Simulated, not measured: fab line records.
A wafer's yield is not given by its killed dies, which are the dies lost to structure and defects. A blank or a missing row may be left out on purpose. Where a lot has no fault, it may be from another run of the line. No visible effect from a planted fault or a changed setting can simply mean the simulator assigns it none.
Chamber matching    flow n5Finfet    N5_BEOL_M1_ETCH_69 on rieDiel-03: 4 sister chambers
The step etches SiARC in CF4, target depth 15.6 nm, time 26 s. 4 wafers are shown with their chamber, then 9 later ones without.

WAFERS WITH THEIR CHAMBER
wafer   chamber  showerheadPlenumPTorr (Torr)
L088.6  1        2.23
L090.5  0        2.06
L089.3  2        2.13
L089.5  3        2.27

WAFERS MISSING THEIR CHAMBER
wafer   showerheadPlenumPTorr (Torr)
L092.2  2.27
L092.3  2.05
L092.5  2.22
L095.2  2.22
L095.3  2.27
L095.4  2.05
L096.3  2.05
L096.4  2.27
L096.5  2.27

THE CHAMBER EACH PASSED THROUGH
wafer   from the rows above  in truth
L092.2  3                    3
L092.3  0                    0
L092.5  1                    1
L095.2  1                    1
L095.3  3                    3
L095.4  0                    0
L096.3  0                    0
L096.4  3                    3
L096.5  3                    3
Placed correctly: 9 of 9. From these rows, 0 cannot be placed. Wrongly placed: 0.
How it was worked out, from the rows above alone: a wafer's distance from a chamber is the root of the sum, over the readings, of the square of ((its reading less the chamber's mean) divided by the reading's scatter). If the next closest chamber is less than 2 further off than the closest, the wafer can't be placed; otherwise it belongs to the closest. For every chamber, the mean is computed from those of its wafers that are shown. The scatter (one wafer shown for each chamber): square how far every hidden wafer sits from the nearest shown wafer, average those squares and take the square root.
